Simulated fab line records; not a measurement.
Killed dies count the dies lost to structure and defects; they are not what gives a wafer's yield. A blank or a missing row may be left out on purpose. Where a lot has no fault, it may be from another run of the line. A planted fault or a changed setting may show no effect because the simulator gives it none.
Chamber matching / flow n5Finfet / N5_BEOL_M3_ALD_84 on aldMetal-04: 4 sister chambers
The step deposits TaN, pulse time 2 s, purge time 3 s, co reactant purge time 2 s. 4 wafers are shown with their chamber, then 8 later ones without.

## WAFERS WITH THEIR CHAMBER
wafer=L083.2; chamber=0; heaterPowerW (W)=426
wafer=L087.5; chamber=1; heaterPowerW (W)=405
wafer=L087.6; chamber=2; heaterPowerW (W)=411
wafer=L085.1; chamber=3; heaterPowerW (W)=328

## WAFERS WITH NO CHAMBER GIVEN
wafer=L085.3; heaterPowerW (W)=444
wafer=L085.6; heaterPowerW (W)=398
wafer=L092.2; heaterPowerW (W)=400
wafer=L092.3; heaterPowerW (W)=407
wafer=L092.6; heaterPowerW (W)=410
wafer=L094.1; heaterPowerW (W)=335
wafer=L094.2; heaterPowerW (W)=390
wafer=L094.5; heaterPowerW (W)=332

## WHICH CHAMBER EACH ONE RAN IN
wafer=L085.3; from the rows above=can't be placed: 0 or 2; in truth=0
wafer=L085.6; from the rows above=can't be placed: 1 or 2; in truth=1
wafer=L092.2; from the rows above=can't be placed: 1 or 2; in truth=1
wafer=L092.3; from the rows above=can't be placed: 1 or 2 or 0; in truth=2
wafer=L092.6; from the rows above=can't be placed: 2 or 1 or 0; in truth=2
wafer=L094.1; from the rows above=3; in truth=3
wafer=L094.2; from the rows above=can't be placed: 1 or 2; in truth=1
wafer=L094.5; from the rows above=3; in truth=3
2 of 8 placed correctly. Unplaceable from these rows: 6, with the true chamber sitting among the candidates in 6. Number placed wrongly: 0.
How it was worked out, from the rows above alone: a wafer's distance from a chamber is the root of the sum, over the readings, of the square of ((its reading less the chamber's mean) divided by the reading's scatter). If the next closest chamber is less than 2 further off than the closest, the wafer can't be placed; otherwise it belongs to the closest. A chamber's mean is the mean of its shown wafers. The scatter (one wafer shown for each chamber): square how far every hidden wafer sits from the nearest shown wafer, average those squares and take the square root.
